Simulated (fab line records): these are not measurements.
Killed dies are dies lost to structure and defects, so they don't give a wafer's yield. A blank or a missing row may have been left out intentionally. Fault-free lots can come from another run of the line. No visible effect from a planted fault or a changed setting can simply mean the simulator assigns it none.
Matching of chambers || flow n5 finfet || N5_FIN_SAQP_DESCUM_21 on rie diel-04: 4 sister chambers
The step chemistry O2, time 7.9 s. 8 wafers are shown with their chamber, then 9 later ones without.

== WAFERS WITH THEIR CHAMBER ==
{"wafer": "L079.5", "chamber": 3, "showerhead plenum p Torr (Torr)": 2.11, "throttle valve pct (%)": 20.48}
{"wafer": "L081.4", "chamber": 2, "showerhead plenum p Torr (Torr)": 2.06, "throttle valve pct (%)": 20.63}
{"wafer": "L085.3", "chamber": 0, "showerhead plenum p Torr (Torr)": 2.15, "throttle valve pct (%)": 20.32}
{"wafer": "L085.4", "chamber": 1, "showerhead plenum p Torr (Torr)": 2.00, "throttle valve pct (%)": 20.18}
{"wafer": "L085.5", "chamber": 3, "showerhead plenum p Torr (Torr)": 2.10, "throttle valve pct (%)": 20.51}
{"wafer": "L086.1", "chamber": 2, "showerhead plenum p Torr (Torr)": 2.06, "throttle valve pct (%)": 20.66}
{"wafer": "L086.2", "chamber": 1, "showerhead plenum p Torr (Torr)": 2.00, "throttle valve pct (%)": 20.18}
{"wafer": "L086.4", "chamber": 0, "showerhead plenum p Torr (Torr)": 2.15, "throttle valve pct (%)": 20.31}

== WAFERS WITH NO CHAMBER GIVEN ==
{"wafer": "L090.1", "showerhead plenum p Torr (Torr)": 2.10, "throttle valve pct (%)": 20.53}
{"wafer": "L090.4", "showerhead plenum p Torr (Torr)": 2.00, "throttle valve pct (%)": 20.21}
{"wafer": "L090.5", "showerhead plenum p Torr (Torr)": 2.00, "throttle valve pct (%)": 20.20}
{"wafer": "L091.3", "showerhead plenum p Torr (Torr)": 2.05, "throttle valve pct (%)": 20.67}
{"wafer": "L091.4", "showerhead plenum p Torr (Torr)": 2.15, "throttle valve pct (%)": 20.33}
{"wafer": "L091.5", "showerhead plenum p Torr (Torr)": 2.10, "throttle valve pct (%)": 20.51}
{"wafer": "L094.1", "showerhead plenum p Torr (Torr)": 2.15, "throttle valve pct (%)": 20.32}
{"wafer": "L094.4", "showerhead plenum p Torr (Torr)": 2.10, "throttle valve pct (%)": 20.53}
{"wafer": "L094.5", "showerhead plenum p Torr (Torr)": 2.10, "throttle valve pct (%)": 20.53}

== EACH ONE'S CHAMBER ==
{"wafer": "L090.1", "from the rows above": 3, "in truth": 3}
{"wafer": "L090.4", "from the rows above": 1, "in truth": 1}
{"wafer": "L090.5", "from the rows above": 1, "in truth": 1}
{"wafer": "L091.3", "from the rows above": 2, "in truth": 2}
{"wafer": "L091.4", "from the rows above": 0, "in truth": 0}
{"wafer": "L091.5", "from the rows above": 3, "in truth": 3}
{"wafer": "L094.1", "from the rows above": 0, "in truth": 0}
{"wafer": "L094.4", "from the rows above": 3, "in truth": 3}
{"wafer": "L094.5", "from the rows above": 3, "in truth": 3}
Correctly placed: 9 of 9. Can't be placed from these rows: 0. 0 placed wrongly.
How it was worked out, from the rows above alone: a wafer's distance from a chamber is the root of the sum, over the readings, of the square of ((its reading less the chamber's mean) divided by the reading's scatter). If the next closest chamber is less than 2 further off than the closest, the wafer can't be placed; otherwise it belongs to the closest. For every chamber, the mean is computed from those of its wafers that are shown. The scatter: take each reading less its chamber's mean, square it, sum over the shown wafers, divide by the number of wafers less the number of chambers, and take the root.
